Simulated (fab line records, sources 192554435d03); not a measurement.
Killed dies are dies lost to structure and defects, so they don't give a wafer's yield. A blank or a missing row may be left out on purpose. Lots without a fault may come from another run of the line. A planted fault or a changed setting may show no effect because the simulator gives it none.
One fault seen from 3 desks | flow n5_finfet | each desk has only its own numbers; what lay behind them comes last

THE DEFECT DESK
What the inspections along the route counted, lot by lot: means of the sampled wafers that have a number. A lot is out of limits, marked OUT, if its mean lies more than 4 standard deviations from the usual mean; the brackets give that distance.
Columns: A = raw_defect_count at N5_BEOL_M11_INSPECT_13, usual 387
lot  | first seen here | A
L637 | day 11 07:55    | 464
L643 | day 12 07:39    | 425
L645 | day 13 16:37    | 468
L646 | day 13 17:11    | 367
L650 | day 14 13:56    | 294
L656 | day 15 21:19    | 361
L658 | day 16 06:41    | 466
This desk's finding: nothing out of limits on any of the 7 lots.

THE METROLOGY DESK
What the gauges read, lot by lot, whatever tool the lot ran on: means of the sampled wafers that have a number. A lot is out of limits, marked OUT, if its mean lies more than 4 standard deviations from the usual mean; the brackets give that distance.
Columns: A = cd_nm at N5_BEOL_M11_CD_MEAS_11, usual 64.1 nm; B = M11_OVL at N5_BEOL_M11_OVL_MEAS_12, usual 0.1 nm
lot  | first seen here | A    | B
L637 | day 11 07:52    | 63.9 | -0.6
L643 | day 12 07:35    | 64.2 | 0.0
L645 | day 13 16:34    | 64.2 | 1.0
L646 | day 13 17:08    | 64.1 | 1.1
L650 | day 14 13:53    | 64.4 | -0.9
L656 | day 15 21:16    | 64.0 | 0.2
L658 | day 16 06:37    | 63.9 | -0.0
This desk's finding: nothing out of limits on any of the 7 lots.

THE TOOL OWNER'S DESK: rie_diel-04
The tool's own readings at N5_BEOL_M11_ETCH_62 (etches SOC in N2/H2, target depth 110 nm, overetch 22 nm, time 165 s): means of the sampled wafers that have a number, for each lot that ran on this tool. A lot is out of limits, marked OUT, if its mean lies more than 4 standard deviations from the usual mean; the brackets give that distance.
Columns: A = drypump_motor_current_A at N5_BEOL_M11_ETCH_62, usual 5.9 A; B = oes_product_au at N5_BEOL_M11_ETCH_62, usual 0.63 a.u.; C = rf_vpp_V at N5_BEOL_M11_ETCH_62, usual 524.2 V; D = showerhead_plenum_p_Torr at N5_BEOL_M11_ETCH_62, usual 2.55 Torr; E = throttle_valve_pct at N5_BEOL_M11_ETCH_62, usual 17.81 %
lot  | first seen here | A   | B    | C     | D    | E
L637 | day 11 08:02    | 5.6 | 0.61 | 524.6 | 2.56 | 17.84
L643 | day 12 07:46    | 6.0 | 0.59 | 526.4 | 2.62 | 17.77
L645 | day 13 17:17    | 5.8 | 0.63 | 524.3 | 2.59 | 17.84
L646 | day 13 17:32    | 5.8 | 0.63 | 525.1 | 2.58 | 17.76
L650 | day 14 14:03    | 6.2 | 0.76 | 528.5 | 2.66 | 17.82
This desk's finding: nothing out of limits on any of the 5 lots.

PUT TOGETHER
The defect desk saw nothing out of limits.
The metrology desk saw nothing out of limits.
The tool owner's desk saw nothing out of limits.

WHAT THE SIMULATOR HAD PUT IN
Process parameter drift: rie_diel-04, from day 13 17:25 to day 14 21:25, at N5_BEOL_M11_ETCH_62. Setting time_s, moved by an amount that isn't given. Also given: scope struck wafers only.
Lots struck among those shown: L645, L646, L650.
